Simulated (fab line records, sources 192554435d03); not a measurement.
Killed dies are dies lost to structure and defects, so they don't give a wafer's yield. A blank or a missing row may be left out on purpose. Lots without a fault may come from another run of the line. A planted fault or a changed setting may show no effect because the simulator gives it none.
Problem report in the 8D (eight disciplines) form, filled by code | flow n5_finfet | the parts of the form that need people (team, actions taken, sign-off) are left out

1. THE PROBLEM
exposure_dose_mJ_cm2 at N5_BEOL_M11_EXPOSE_08 reads a mean of 55.41 on 6 wafers of 2 lots; wafers without a fault read 53.79 with a standard deviation of 0.14. That is +12 standard deviations from the usual mean.
The step: exposes mask M11.
First seen on wafer L112.4, day 14 23:49, on arfi_scanner-03. The record holds 31 wafers of 11 lots with a number at this step. Rule for "out", or "out of limits": more than 4 standard deviations from the usual mean. The other wafers with a number count as sound.

2. WHAT IT IS AND WHAT IT IS NOT
question                    | is                     | is not
which readings at this step | exposure_dose_mJ_cm2   | -
which lots                  | L111, L112             | L100, L101, L102, L113, L115, L116, L994, L998, L999
which wafers of those lots  | all that have a number | -
read on which tools         | arfi_scanner-03        | arfi_scanner-01, arfi_scanner-02
when                        | from day 14 23:49      | up to then (16 sound wafers); but 9 sound wafers of L113, L115, L116 came after

3. SUSPECTS, AND WHAT RULES EACH OUT
Counting: a tool at a process step up to the reading stays a suspect if it ran every lot that is out and no sound lot after the first of them.
- pecvd-04 at N5_BEOL_M11_PECVD_70 (deposits SiO2 from TEOS/O2, target thk 20 nm, time 22.7 s): kept. It ran every lot that is out, first L112 (day 14 22:25), and no sound lot after that; its last sound lot up to then is L101 (day 12 11:32).
- arfi_scanner-03 at N5_BEOL_M11_EXPOSE_08 (exposes mask M11): kept. It ran every lot that is out, first L112 (day 14 23:49), and no sound lot after that; its last sound lot up to then is L101 (day 12 14:22). Its own readings are out on those wafers: exposure_dose_mJ_cm2.
Left after counting: pecvd-04 at N5_BEOL_M11_PECVD_70, arfi_scanner-03 at N5_BEOL_M11_EXPOSE_08.

4. THE CAUSE (what the simulator had put in)
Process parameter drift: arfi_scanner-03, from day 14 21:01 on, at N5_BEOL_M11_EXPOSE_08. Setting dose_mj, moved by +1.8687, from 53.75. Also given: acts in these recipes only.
Counting left 2 suspects, and this tool is among them.

5. THE CHAIN OF EFFECTS, in route order
Each row: a reading whose mean over the struck wafers that have a number lies more than 3 standard deviations from the usual. Only readings for which the record gives a usual standard deviation are gone through. hours: the time from each lot's start at the first step in this table that gives one to its start at this step, as a median over the lots. sigmas: the change in usual standard deviations.
hours | step                  | reading              | usual | on struck wafers | change | sigmas
0     | N5_BEOL_M11_EXPOSE_08 | exposure_dose_mJ_cm2 | 53.79 | 55.41            | +1.62  | +12
The process steps in it:
- N5_BEOL_M11_EXPOSE_08: exposes mask M11.

6. WHAT WOULD HAVE CAUGHT IT SOONER
In this record the first reading out of limits was taken at day 14 23:49, 3 hours after the fault began at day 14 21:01.
